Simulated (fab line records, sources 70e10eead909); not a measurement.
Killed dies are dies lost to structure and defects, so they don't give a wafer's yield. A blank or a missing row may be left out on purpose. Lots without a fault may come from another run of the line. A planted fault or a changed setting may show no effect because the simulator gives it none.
Chamber matching | flow nand_harc | NHARC_P_GATE_ETCH_32 on rie_si-04: 4 sister chambers
The step etches the open film in HBr/Cl2, target depth 150 nm, time 100.1 s. 16 wafers are shown with their chamber, then 8 later ones without.

WAFERS WITH THEIR CHAMBER
wafer  | chamber | drypump_motor_current_A (A) | oes_product_au (a.u.) | throttle_valve_pct (%)
L074.2 | 0       | 5.4                         | 0.998                 | 26.406
L074.4 | 1       | 4.8                         | 1.006                 | 26.426
L074.5 | 1       | 4.8                         | 0.995                 | 26.398
L078.3 | 2       | 5.7                         | 0.998                 | 26.395
L078.4 | 3       | 5.2                         | 0.992                 | 26.396
L078.5 | 1       | 4.8                         | 0.999                 | 26.406
L080.3 | 2       | 5.7                         | 1.020                 | 26.407
L080.4 | 0       | 5.4                         | 1.018                 | 26.400
L080.5 | 2       | 5.7                         | 1.015                 | 26.410
L081.2 | 0       | 5.4                         | 1.001                 | 26.421
L081.3 | 2       | 5.6                         | 1.010                 | 26.416
L081.6 | 3       | 5.3                         | 0.992                 | 26.405
L082.3 | 1       | 4.8                         | 1.014                 | 26.395
L082.4 | 0       | 5.4                         | 0.999                 | 26.413
L082.6 | 1       | 4.8                         | 1.017                 | 26.410
L090.1 | 2       | 5.7                         | 1.003                 | 26.402

SIGNATURES (means of the wafers above)
reading                 | chamber 0 | chamber 1 | chamber 2 | chamber 3 | scatter within a chamber
drypump_motor_current_A | 5.400     | 4.800     | 5.680     | 5.250     | 0.0329
oes_product_au          | 1.00400   | 1.00620   | 1.00920   | 0.99200   | 0.00883
throttle_valve_pct      | 26.41000  | 26.40700  | 26.40600  | 26.40050  | 0.00973
Rule: a wafer's distance from a chamber is the root of the sum, over the readings, of the square of ((its reading less the chamber's mean) divided by the reading's scatter). The wafer belongs to the nearest chamber; if the next one is less than 2 further off, it can't be placed. The scatter: the root of (the sum of the squares of (reading less its chamber's mean) over the shown wafers, divided by (wafers less chambers)).

WAFERS WITHOUT THEIR CHAMBER
wafer  | drypump_motor_current_A (A) | oes_product_au (a.u.) | throttle_valve_pct (%)
L090.2 | 5.3                         | 0.994                 | 26.409
L090.6 | 5.6                         | 1.014                 | 26.406
L095.1 | 4.8                         | 1.013                 | 26.422
L095.4 | 5.2                         | 0.988                 | 26.413
L095.5 | 4.8                         | 1.007                 | 26.398
L097.1 | 5.6                         | 1.015                 | 26.395
L097.2 | 5.4                         | 1.008                 | 26.417
L097.4 | 5.2                         | 0.999                 | 26.408

WHICH CHAMBER EACH WENT THROUGH
wafer  | from the rows above     | in truth
L090.2 | can't be placed: 3 or 0 | 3
L090.6 | 2                       | 2
L095.1 | 1                       | 1
L095.4 | 3                       | 3
L095.5 | 1                       | 1
L097.1 | 2                       | 2
L097.2 | 0                       | 0
L097.4 | 3                       | 3
Placed correctly: 7 of 8. Can't be placed from these rows: 1 (the true chamber is among the candidates in 1). Placed wrongly: 0.
